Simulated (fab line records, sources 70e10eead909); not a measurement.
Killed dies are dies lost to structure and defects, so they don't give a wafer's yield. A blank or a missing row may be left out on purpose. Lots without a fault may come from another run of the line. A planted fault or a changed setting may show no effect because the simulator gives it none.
Chamber matching | flow nand_harc | NHARC_A_STAIRCASE_ETCH_234 on rie_diel-07: 3 sister chambers
The step etches the open film in C4F8/O2, target depth 100 nm, time 40.5 s. 3 wafers are shown with their chamber, then 5 later ones without.

WAFERS WITH THEIR CHAMBER
wafer  | chamber | rf_vpp_V (V)
L310.5 | 1       | 896
L309.4 | 2       | 892
L314.5 | 0       | 899

WAFERS WITHOUT THEIR CHAMBER
wafer  | rf_vpp_V (V)
L314.6 | 894
L317.1 | 896
L317.2 | 892
L317.3 | 898
L322.4 | 897

WHICH CHAMBER EACH WENT THROUGH
wafer  | from the rows above     | in truth
L314.6 | can't be placed: 1 or 2 | 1
L317.1 | 1                       | 1
L317.2 | 2                       | 2
L317.3 | can't be placed: 0 or 1 | 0
L322.4 | can't be placed: 1 or 0 | 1
Placed correctly: 2 of 5. Can't be placed from these rows: 3 (the true chamber is among the candidates in 3). Placed wrongly: 0.
How it was worked out, from the rows above alone: a wafer's distance from a chamber is the root of the sum, over the readings, of the square of ((its reading less the chamber's mean) divided by the reading's scatter). The wafer belongs to the nearest chamber; if the next one is less than 2 further off, it can't be placed. A chamber's mean is the mean of its shown wafers. The scatter: with one shown wafer a chamber, the root of the mean of the squares of how far each hidden wafer lies from its nearest shown one.
